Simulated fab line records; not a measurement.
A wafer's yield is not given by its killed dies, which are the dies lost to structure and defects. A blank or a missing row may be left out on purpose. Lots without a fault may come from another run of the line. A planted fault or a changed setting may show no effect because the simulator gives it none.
Chamber matching | flow n5_finfet | uv_cure-01 running N5_BEOL_M11_CURE_72: 3 sister chambers
The step cures SiCOH lowk, time 120 s. 3 wafers are shown with their chamber, then 12 later ones without.

## EACH WAFER AND ITS CHAMBER
wafer  | chamber | wafer_temp_C_max
L082.6 | 1       | 371.6
L085.6 | 0       | 371.7
L086.5 | 2       | 370.7

## WAFERS MISSING THEIR CHAMBER
wafer  | wafer_temp_C_max
L090.1 | 371.9
L090.3 | 371.9
L090.6 | 372.1
L092.2 | 372.4
L092.3 | 372.4
L092.6 | 372.5
L095.2 | 371.1
L095.4 | 371.0
L095.5 | 370.8
L096.3 | 372.0
L096.4 | 371.6
L096.5 | 371.5

## WHICH CHAMBER EACH WENT THROUGH
wafer  | from the rows above          | in truth
L090.1 | can't be placed: 0 or 1      | 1
L090.3 | can't be placed: 0 or 1      | 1
L090.6 | can't be placed: 0 or 1      | 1
L092.2 | can't be placed: 0 or 1      | 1
L092.3 | can't be placed: 0 or 1      | 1
L092.6 | can't be placed: 0 or 1      | 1
L095.2 | can't be placed: 2 or 1 or 0 | 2
L095.4 | can't be placed: 2 or 1 or 0 | 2
L095.5 | can't be placed: 2 or 1 or 0 | 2
L096.3 | can't be placed: 0 or 1      | 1
L096.4 | can't be placed: 1 or 0      | 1
L096.5 | can't be placed: 1 or 0 or 2 | 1
Correct placement for 0 of the 12. These rows do not allow placing 12 (true chamber among the candidates in 12). Number placed wrongly: 0.
How it was worked out, from the rows above alone: a wafer's distance from a chamber is the root of the sum, over the readings, of the square of ((its reading less the chamber's mean) divided by the reading's scatter). If the next closest chamber is less than 2 further off than the closest, the wafer can't be placed; otherwise it belongs to the closest. The mean given for a chamber averages the wafers shown for that chamber. The scatter: with one shown wafer a chamber, the root of the mean of the squares of how far each hidden wafer lies from its nearest shown one.
